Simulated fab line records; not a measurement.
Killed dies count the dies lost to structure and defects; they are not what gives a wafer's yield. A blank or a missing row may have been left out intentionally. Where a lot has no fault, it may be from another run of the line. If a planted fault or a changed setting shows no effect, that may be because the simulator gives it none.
Which tool is to blame?	flow n5-finfet	Sampling: 9 lots, 27 wafers, 5 of 1938 route steps

## WHAT THE GAUGES READ, wafer by wafer
N5_BEOL_M4_RC_MEAS_101.
lot	measured	on	CJ_P	DIBL_N (mV/V)	DIBL_P (mV/V)	IOFF_N (nA/um)	IOFF_P (nA/um)	ION_N (uA/um)	ION_P (uA/um)	SS_N (mV/dec)	SS_P (mV/dec)	VT_N (mV)	VT_P (mV)
L458	day 8 00:55	prober-01	5.69 5.82 5.57	37.2 34.5 34.7	36.6 33.5 33.6	0.19 0.13 0.14	0.27 0.20 0.22	692 663 663	476 461 469	72.1 71.3 71.2	73.0 72.5 73.0	249 252 249	-242 -246 -246
L462	day 9 01:03	prober-02	4.24 4.41 3.96	38.6 39.0 38.8	38.4 38.9 38.4	0.20 0.20 0.20	0.25 0.25 0.23	695 682 674	469 463 453	71.1 72.1 71.9	73.6 74.7 74.3	245 245 247	-250 -249 -251
L463	day 9 04:19	prober-01	4.25 4.22 4.17	38.4 39.2 39.6	40.3 40.1 41.5	0.19 0.20 0.21	0.30 0.28 0.32	665 668 658	467 452 457	72.2 72.3 72.4	74.0 74.6 75.2	247 249 247	-247 -248 -249
L464	day 9 21:30	prober-01	4.21 4.23 4.29	36.4 38.4 38.2	35.7 38.3 38.4	0.15 0.18 0.18	0.19 0.24 0.24	681 685 691	463 461 472	71.3 72.1 72.2	72.5 72.9 73.3	251 248 249	-253 -251 -251
L469	day 10 23:34	prober-01	5.80 5.94 5.66	38.1 38.0 37.0	36.7 37.2 35.0	0.16 0.17 0.14	0.22 0.25 0.20	683 678 661	467 467 458	71.8 71.3 70.8	74.0 73.6 72.6	250 249 254	-252 -245 -253
L471	day 11 07:40	prober-02	5.97 5.57 5.77	34.9 34.1 34.5	35.6 33.8 35.1	0.14 0.11 0.13	0.21 0.17 0.20	669 648 661	461 449 462	70.5 70.7 70.4	73.5 73.0 73.3	251 256 252	-250 -253 -249
L474	day 11 21:56	prober-02	6.10 6.00 6.12	40.4 37.3 37.1	40.5 37.0 36.6	0.25 0.17 0.18	0.31 0.24 0.23	683 676 690	471 465 467	73.2 71.6 71.2	74.2 73.6 73.9	244 245 246	-245 -248 -247
L477	day 13 12:13	prober-01	5.99 5.93 5.46	36.6 36.6 37.1	36.0 35.7 36.4	0.14 0.15 0.16	0.21 0.21 0.21	662 669 672	460 464 461	72.5 71.4 71.9	72.9 73.2 73.1	251 253 251	-250 -249 -250
L479	day 14 10:43	prober-02	6.21 5.92 6.00	35.5 36.0 35.8	34.4 35.2 34.2	0.15 0.16 0.14	0.20 0.22 0.20	675 678 664	467 466 461	72.0 71.8 71.2	73.6 73.5 73.1	250 246 251	-250 -249 -252

## WHAT TOOL EACH LOT RAN ON (gives the tool, then ch and the chambers of the sampled wafers, and finally the start)
lot	N5_ZERO_LAYER_ETCH_17	N5_ZERO_LAYER_ETCH_18	N5_WELL_APT_DESCUM_13	N5_WELL_APT_IMPLANT_15
L458	rie-diel-04 ch 0,1, day 1 18:50	rie-si-01 ch 1,3, day 1 18:55	rie-diel-05 ch 1,3, day 1 19:46	implanter-02 ch 0, day 1 20:03
L462	rie-diel-04 ch 0,1,3, day 2 18:52	rie-si-05 ch 1,2,3, day 2 18:56	rie-diel-05 ch 1,3, day 2 19:49	implanter-02 ch 0, day 2 20:05
L463	rie-diel-02 ch 0,3, day 3 00:50	rie-si-06 ch 2,3, day 3 00:55	rie-diel-01 ch 0,1,2, day 3 01:59	implanter-02 ch 0, day 3 02:18
L464	rie-diel-06 ch 0,3, day 3 06:50	rie-si-06 ch 0,1,3, day 3 06:55	rie-diel-03 ch 1,2,3, day 3 07:46	implanter-02 ch 0, day 3 08:05
L469	rie-diel-04 ch 0,2,3, day 4 12:59	rie-si-06 ch 0,2,3, day 4 13:04	rie-diel-03 ch 0,1,2, day 4 14:03	implanter-01 ch 0, day 4 14:23
L471	rie-diel-06 ch 0,1,3, day 5 00:50	rie-si-06 ch 0,1,2, day 5 00:55	rie-diel-03 ch 0,2,3, day 5 01:56	implanter-01 ch 0, day 5 02:14
L474	rie-diel-02 ch 0,1,3, day 5 18:50	rie-si-05 ch 1,2,3, day 5 18:55	rie-diel-05 ch 0,1,2, day 5 20:35	implanter-01 ch 0, day 5 20:56
L477	rie-diel-06 ch 1,2,3, day 6 12:44	rie-si-06 ch 0,1,3, day 6 12:48	rie-diel-01 ch 0,1,2, day 6 14:05	implanter-02 ch 0, day 6 14:22
L479	rie-diel-04 ch 0,1,2, day 7 01:05	rie-si-01 ch 0,3, day 7 01:10	rie-diel-03 ch 2,3, day 7 02:11	implanter-02 ch 0, day 7 02:31
- N5_ZERO_LAYER_ETCH_17: etches SiO2 in CF4, target depth 12 nm, time 13.3 s.
- N5_ZERO_LAYER_ETCH_18: etches Si in HBr/Cl2, target depth 120 nm, time 40 s.
- N5_WELL_APT_DESCUM_13: chemistry O2, time 7.9 s.
- N5_WELL_APT_IMPLANT_15

## WHAT THE TOOLS THEMSELVES READ (means of the sampled wafers that have a number; where no wafer has one, the mark that the record gives instead)
N5_ZERO_LAYER_ETCH_17.
lot	tool	drypump-motor-current-A (A)	oes-product-au (a.u.)	rf-vpp-V (V)	showerhead-plenum-p-Torr (Torr)	throttle-valve-pct (%)
L458	rie-diel-04	5.9	0.78	947	2.12	15.46
L462	rie-diel-04	5.7	0.78	949	2.15	15.48
L463	rie-diel-02	5.4	0.75	952	2.18	15.80
L464	rie-diel-06	5.4	0.76	948	2.11	15.74
L469	rie-diel-04	5.8	0.75	952	2.19	15.53
L471	rie-diel-06	5.3	0.76	949	2.13	15.70
L474	rie-diel-02	5.6	0.82	951	2.17	15.71
L477	rie-diel-06	5.6	0.80	945	2.10	15.72
L479	rie-diel-04	5.9	0.75	949	2.15	15.49

N5_ZERO_LAYER_ETCH_18.
lot	tool	drypump-motor-current-A (A)	oes-product-au (a.u.)	throttle-valve-pct (%)
L458	rie-si-01	6.0	0.991	36.4
L462	rie-si-05	5.8	0.992	36.2
L463	rie-si-06	5.6	0.997	36.1
L464	rie-si-06	5.6	0.994	36.5
L469	rie-si-06	5.9	0.999	36.4
L471	rie-si-06	5.7	0.999	36.2
L474	rie-si-05	5.8	0.993	36.2
L477	rie-si-06	5.6	1.002	36.5
L479	rie-si-01	5.7	0.995	36.4

N5_WELL_APT_DESCUM_13.
lot	tool	drypump-motor-current-A (A)	oes-product-au (a.u.)	rf-vpp-V (V)	showerhead-plenum-p-Torr (Torr)	throttle-valve-pct (%)
L458	rie-diel-05	5.3	0.78	242.7	2.10	20.25
L462	rie-diel-05	5.5	0.73	243.0	2.09	20.53
L463	rie-diel-01	5.7	0.78	244.5	2.19	20.50
L464	rie-diel-03	5.3	0.71	244.4	2.17	20.45
L469	rie-diel-03	5.5	0.89	245.3	2.19	20.29
L471	rie-diel-03	5.4	0.80	244.4	2.19	20.28
L474	rie-diel-05	5.8	0.73	243.4	2.13	20.23
L477	rie-diel-01	5.8	0.74	245.3	2.18	20.55
L479	rie-diel-03	5.3	0.70	244.3	2.17	20.31

N5_WELL_APT_IMPLANT_15.
lot	tool	dose-ions-cm2	faraday-current-uA
L458	implanter-02	1.4991e+13	192
L462	implanter-02	8.1030e+12	101
L463	implanter-02	8.0847e+12	104
L464	implanter-02	8.1120e+12	103
L469	implanter-01	1.5008e+13	193
L471	implanter-01	1.4988e+13	191
L474	implanter-01	1.4990e+13	188
L477	implanter-02	1.4986e+13	192
L479	implanter-02	1.4978e+13	188

## THE ANSWER, worked out from the rows above alone
Rule: the usual values come from the lots themselves. The widest of any qualifying gaps counts: lots, ordered by their means at a reading, are off when they make up no more than a third of the lots, leave a main group of 4 or more, and stand apart from it by 3 or more times the standard deviation of that group's means. A main group is skipped when, at the precision printed for the reading in the tables above, its means are all equal. A lot without any number at a reading at which 4 lots or more have one is off too. Any other lot the step has rows for is counted as sound. First the gauges in route order, then the tools' own readings, where a lot's mean is used as printed above. The first step at which some lot is off is used, and at that step the reading that is off furthest; a lot without a number counts as furthest.
Off: L462, L463, L464, seen at N5_BEOL_M4_RC_MEAS_101 (CJ_P). Mean 5.86 and standard deviation 0.14 in the main group.
If a tool, at a process step before that reading, ran all the lots that are off and no sound lot after the first of them, it fits. The gauges at N5_BEOL_M4_RC_MEAS_101 aren't tried: what is off there is off at N5_WELL_APT_IMPLANT_15 too, on other tools, and a gauge's error can't cause that. No candidate that was tried fits.

## WHAT THE SIMULATOR HAD PUT IN
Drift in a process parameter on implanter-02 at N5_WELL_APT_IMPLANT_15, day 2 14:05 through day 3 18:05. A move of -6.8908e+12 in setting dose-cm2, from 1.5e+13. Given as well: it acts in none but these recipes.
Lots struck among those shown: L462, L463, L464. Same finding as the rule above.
